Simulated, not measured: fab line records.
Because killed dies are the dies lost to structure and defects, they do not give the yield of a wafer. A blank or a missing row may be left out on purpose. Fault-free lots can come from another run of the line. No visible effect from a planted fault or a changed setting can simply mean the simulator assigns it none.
Matching of chambers :: flow n5_finfet :: N5_BEOL_M2_CO_CAP_55 on cvd_co-02: 3 sister chambers
The step material Co, precursor CCTBA/H2, target thk 2 nm, time 102.1 s. 3 wafers are shown with their chamber, then 7 later ones without.

WAFERS PAIRED WITH THEIR CHAMBERS
wafer: L662.1
chamber: 2
heater_power_w (W): 267

wafer: L663.4
chamber: 0
heater_power_w (W): 228

wafer: L663.5
chamber: 1
heater_power_w (W): 225

WAFERS WHOSE CHAMBER IS MISSING
wafer: L663.6
heater_power_w (W): 259

wafer: L672.1
heater_power_w (W): 222

wafer: L672.5
heater_power_w (W): 231

wafer: L672.6
heater_power_w (W): 230

wafer: L673.1
heater_power_w (W): 266

wafer: L673.2
heater_power_w (W): 230

wafer: L673.3
heater_power_w (W): 229

THE CHAMBER EACH PASSED THROUGH
wafer: L663.6
from the rows above: 2
in truth: 2

wafer: L672.1
from the rows above: can't be placed: 1 or 0
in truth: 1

wafer: L672.5
from the rows above: can't be placed: 0 or 1
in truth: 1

wafer: L672.6
from the rows above: can't be placed: 0 or 1
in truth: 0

wafer: L673.1
from the rows above: 2
in truth: 2

wafer: L673.2
from the rows above: can't be placed: 0 or 1
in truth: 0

wafer: L673.3
from the rows above: can't be placed: 0 or 1
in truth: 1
Correctly placed: 2 of 7. These rows do not allow placing 5 (true chamber among the candidates in 5). Number placed wrongly: 0.
How it was worked out, from the rows above alone: a wafer's distance from a chamber is the root of the sum, over the readings, of the square of ((its reading less the chamber's mean) divided by the reading's scatter). If the next closest chamber is less than 2 further off than the closest, the wafer can't be placed; otherwise it belongs to the closest. A chamber's mean is the mean of its shown wafers. The scatter: root of mean squared gap, hidden wafer to nearest shown wafer, with one shown wafer a chamber.
